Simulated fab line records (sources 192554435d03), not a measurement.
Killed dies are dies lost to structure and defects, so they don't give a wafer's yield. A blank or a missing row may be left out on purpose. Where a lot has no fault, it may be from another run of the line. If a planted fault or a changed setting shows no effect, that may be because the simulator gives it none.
Split-lot experiment | flow n5Finfet | 39 wafers read from 7 lots, route of 1938 steps

== THE SPLIT ITSELF ==
At N5_MOL_CONTACT_COAG_SPUTTER_143 (material Co, target thk 2.5 nm), the setting targetThkA was moved away from the recipe's 25 angstrom on 18 of the 39 wafers read, by -9.2% to +11.6%. For the rest of the wafers, this setting stayed at what the recipe calls for.

Reading taken at the split's own step.

== THE READING ==
Co_of_MOL_CONTACT_COAG_SPUTTER_143.thkNm (the simulator's own value, which no gauge read), in nm, at N5_MOL_CONTACT_COAG_SPUTTER_143 (material Co, target thk 2.5 nm). The file gives no usual value for it. Across the 21 wafers here that went through the recipe, the average is 2.5 nm and the standard deviation 0.1 nm.

wafer  | tool, chamber at the split | targetThkA as run, angstrom | against the recipe | Co_of_MOL_CONTACT_COAG_SPUTTER_143.thkNm, nm | against lot-mates on the recipe
L074.1 | pvdSputter-03, -           | 25                          | recipe             | 2.4                                          | -
L074.2 | pvdSputter-03, -           | 25                          | recipe             | 2.4                                          | -
L074.4 | pvdSputter-03, -           | 25                          | recipe             | 2.4                                          | -
L074.3 | pvdSputter-03, -           | 27.69                       | +10.8%             | 2.6                                          | +0.2
L074.5 | pvdSputter-03, -           | 27.69                       | +10.8%             | 2.6                                          | +0.2
L074.6 | pvdSputter-03, -           | 27.69                       | +10.8%             | 2.6                                          | +0.2
L076.2 | pvdSputter-01, -           | 25                          | recipe             | 2.4                                          | -
L076.4 | pvdSputter-01, -           | 25                          | recipe             | 2.6                                          | -
L076.6 | pvdSputter-01, -           | 25                          | recipe             | 2.6                                          | -
L083.1 | pvdSputter-02, -           | 27.9                        | +11.6%             | 2.6                                          | +0.2
L083.5 | pvdSputter-02, -           | 27.9                        | +11.6%             | 2.6                                          | +0.2
L083.2 | pvdSputter-02, -           | 27.9                        | +11.6%             | 2.8                                          | +0.4
L083.3 | pvdSputter-02, -           | 25                          | recipe             | 2.4                                          | -
L083.4 | pvdSputter-02, -           | 25                          | recipe             | 2.4                                          | -
L083.6 | pvdSputter-02, -           | 25                          | recipe             | 2.4                                          | -
L085.1 | pvdSputter-01, -           | 26.86                       | +7.4%              | 2.8                                          | +0.2
L085.4 | pvdSputter-01, -           | 26.86                       | +7.4%              | 2.8                                          | +0.2
L085.6 | pvdSputter-01, -           | 26.86                       | +7.4%              | 2.8                                          | +0.2
L085.2 | pvdSputter-01, -           | 25                          | recipe             | 2.6                                          | -
L085.3 | pvdSputter-01, -           | 25                          | recipe             | 2.6                                          | -
L085.5 | pvdSputter-01, -           | 25                          | recipe             | 2.6                                          | -
L089.1 | pvdSputter-02, -           | 27.31                       | +9.2%              | 2.8                                          | +0.3
L089.2 | pvdSputter-02, -           | 27.31                       | +9.2%              | 2.8                                          | +0.3
L089.6 | pvdSputter-02, -           | 27.31                       | +9.2%              | 2.8                                          | +0.3
L089.3 | pvdSputter-02, -           | 25                          | recipe             | 2.4                                          | -
L089.4 | pvdSputter-02, -           | 25                          | recipe             | 2.6                                          | -
L089.5 | pvdSputter-02, -           | 25                          | recipe             | 2.6                                          | -
L090.1 | pvdSputter-03, -           | 22.7                        | -9.2%              | 2.2                                          | -0.3
L090.4 | pvdSputter-03, -           | 22.7                        | -9.2%              | 2.2                                          | -0.3
L090.6 | pvdSputter-03, -           | 22.7                        | -9.2%              | 2.2                                          | -0.3
L090.2 | pvdSputter-03, -           | 25                          | recipe             | 2.6                                          | -
L090.3 | pvdSputter-03, -           | 25                          | recipe             | 2.4                                          | -
L090.5 | pvdSputter-03, -           | 25                          | recipe             | 2.4                                          | -
L095.1 | pvdSputter-01, -           | 26.57                       | +6.3%              | 2.6                                          | +0.1
L095.3 | pvdSputter-01, -           | 26.57                       | +6.3%              | 2.6                                          | +0.1
L095.5 | pvdSputter-01, -           | 26.57                       | +6.3%              | 2.6                                          | +0.1
L095.2 | pvdSputter-01, -           | 25                          | recipe             | 2.6                                          | -
L095.4 | pvdSputter-01, -           | 25                          | recipe             | 2.6                                          | -
L095.6 | pvdSputter-01, -           | 25                          | recipe             | 2.4                                          | -

FIT RESULTS
A straight line over all 39 wafers: Co_of_MOL_CONTACT_COAG_SPUTTER_143.thkNm changes by +0.0232 nm for each +1% of targetThkA; r = +0.78; the points scatter about the line by 0.11 nm.
The same after taking each lot's own level away (the mean of its wafers on the recipe; 39 wafers): +0.0242 nm for each +1%; r = +0.90; scatter 0.069 nm.
According to that fit, moving targetThkA by its largest amount changes the reading by 0.28 nm.
Measured against the standard deviation above, the lots' own levels, which go from 2.40 to 2.60 nm, span 2.0 times it.
So the lot-to-lot level blurs the effect unless lot-mates are compared.
Check: +0.277 nm against its lot-mates is what the line predicts for one of the wafers moved furthest among these (+11.6%) when that wafer is left out of the fit. Against them it came out at +0.2 nm.

== OTHER SPLITS ON THESE WAFERS ==
Before the reading, these wafers also passed through other splits. Each is held against what the fit with the lots' levels taken away leaves over:
other split on the same wafers   | wafers away from the commonest value | r with Co_of_MOL_CONTACT_COAG_SPUTTER_143.thkNm (lot level and that fit taken away)
N5_DUMMY_GATE_CVD_03 targetThkA  | 18                                   | -0.06
N5_SD_EPI_N_EPI_21 tempC         | 12                                   | +0.24
N5_SD_EPI_P_EPI_21 tempC         | 15                                   | -0.31
N5_SD_ACTIVATION_LSA_01 tempC    | 6                                    | +0.38
N5_HKMG_FIN_ETCH_58 targetDepthA | 18                                   | -0.10
N5_HKMG_FIN_ETCH_86 targetDepthA | 12                                   | +0.00

== THE FILE'S OWN FIT ==
Co_of_MOL_CONTACT_COAG_SPUTTER_143.thkNm changes by +0.0234 nm for each +1% of targetThkA, r = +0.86.
